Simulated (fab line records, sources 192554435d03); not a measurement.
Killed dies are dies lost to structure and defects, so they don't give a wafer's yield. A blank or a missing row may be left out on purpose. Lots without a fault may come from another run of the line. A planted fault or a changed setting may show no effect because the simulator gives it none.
Split-lot experiment | flow n5_finfet | 7 lots, 21 wafers read, on a route of 1938 steps

THE SPLIT
At N5_SD_EPI_P_ETCH_36 (etches SiARC in CF4, target depth 45.5 nm, time 75.8 s), the setting bias_w was moved away from the recipe's 36 W on 8 of the 21 wafers read, by -16.8% to +17.4%. The other wafers ran this setting at the recipe's value.

The reading is taken at the split's own step.

THE READING
rf_vpp_V, in V, at N5_SD_EPI_P_ETCH_36 (etches SiARC in CF4, target depth 45.5 nm, time 75.8 s). Fault-free wafers of this fab line usually give 183.9 V, standard deviation 1.1 V.

wafer  | tool, chamber at the split | bias_w as run, W | against the recipe | rf_vpp_V, V | against lot-mates on the recipe
L077.3 | rie_diel-03, 3             | 39.58            | +9.9%              | 195.6       | +12.2
L077.5 | rie_diel-03, 0             | 36               | recipe             | 183.4       | -
L077.6 | rie_diel-03, 3             | 39.58            | +9.9%              | 195.0       | +11.6
L079.4 | rie_diel-04, 0             | 36               | recipe             | 183.8       | -
L079.5 | rie_diel-04, 1             | 36               | recipe             | 183.4       | -
L079.6 | rie_diel-04, 0             | 36               | recipe             | 184.5       | -
L080.4 | rie_diel-01, 2             | 29.94            | -16.8%             | 164.7       | -17.6
L080.5 | rie_diel-01, 1             | 29.94            | -16.8%             | 163.3       | -19.0
L080.6 | rie_diel-01, 0             | 36               | recipe             | 182.3       | -
L084.2 | rie_diel-03, 2             | 36               | recipe             | 184.3       | -
L084.3 | rie_diel-03, 1             | 36               | recipe             | 182.6       | -
L084.6 | rie_diel-03, 1             | 36               | recipe             | 184.5       | -
L085.2 | rie_diel-03, 0             | 36               | recipe             | 185.1       | -
L085.3 | rie_diel-03, 3             | 42.26            | +17.4%             | 202.8       | +17.7
L085.5 | rie_diel-03, 3             | 42.26            | +17.4%             | 202.2       | +17.1
L087.1 | rie_diel-03, 3             | 36               | recipe             | 183.5       | -
L087.3 | rie_diel-03, 1             | 36               | recipe             | 185.1       | -
L087.6 | rie_diel-03, 2             | 36               | recipe             | 183.8       | -
L097.1 | rie_diel-03, 0             | 33.83            | -6.0%              | 178.0       | -5.8
L097.3 | rie_diel-03, 3             | 33.83            | -6.0%              | 176.7       | -7.1
L097.5 | rie_diel-03, 2             | 36               | recipe             | 183.8       | -

THE FIT
A straight line over all 21 wafers: rf_vpp_V changes by +1.13 V for each +1% of bias_w; r = +1.00; the points scatter about the line by 0.86 V.
The same after taking each lot's own level away (the mean of its wafers on the recipe; 21 wafers): +1.07 V for each +1%; r = +1.00; scatter 0.82 V.
On that fit, the largest move of bias_w shifts the reading by 19 V.
The lots' own levels span 182.30 to 185.10 V, that is 2.5 times the standard deviation above.
So the lot-to-lot level changes the slope little: the two slopes agree.
Check: with one of the wafers moved furthest among these (+17.4%) left out of the fit, the line predicts +18.8 V for it against its lot-mates. It came out at +17.7 V against them.
Tool readings at the split's step, against how far the setting was moved: etch_rf_on_time_s r = -0.86; rf_vpp_V r = +1.00.

OTHER SPLITS ON THESE WAFERS
These wafers also went through other splits before the reading. Each is held against what the fit with the lots' levels taken away leaves over:
other split on the same wafers            | wafers away from the commonest value | r with rf_vpp_V (lot level and that fit taken away)
N5_ZERO_LAYER_ETCH_18 icp_w               | 6                                    | +0.24
N5_PMOS_HMC_CHANNEL_EPI_COAT_31 spin_rpm  | 5                                    | -0.26
N5_PMOS_HMC_CHANNEL_EPI_PEB_07 peb_temp_c | 7                                    | +0.46
N5_FIN_CUT_COAT_19 spin_rpm               | 8                                    | -0.20
N5_DUMMY_GATE_COAT_28 spin_rpm            | 4                                    | +0.18
N5_SD_EPI_N_PEB_07 peb_temp_c             | 4                                    | -0.26
N5_SD_EPI_N_DESCUM_14 time_s              | 5                                    | -0.25

THE WHOLE CHAIN: every reading that the file lists as answering this split, in the file's order
step                | what it does                                           | reading           | change (the file's fit)              | r (the file's)
N5_SD_EPI_P_ETCH_36 | etches SiARC in CF4, target depth 45.5 nm, time 75.8 s | etch_rf_on_time_s | withheld for each +1% of the setting | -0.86
N5_SD_EPI_P_ETCH_36 | etches SiARC in CF4, target depth 45.5 nm, time 75.8 s | rf_vpp_V          | +1.07 V for each +1% of the setting  | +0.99

THE FILE'S OWN FIT
rf_vpp_V changes by +1.07 V for each +1% of bias_w, r = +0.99.
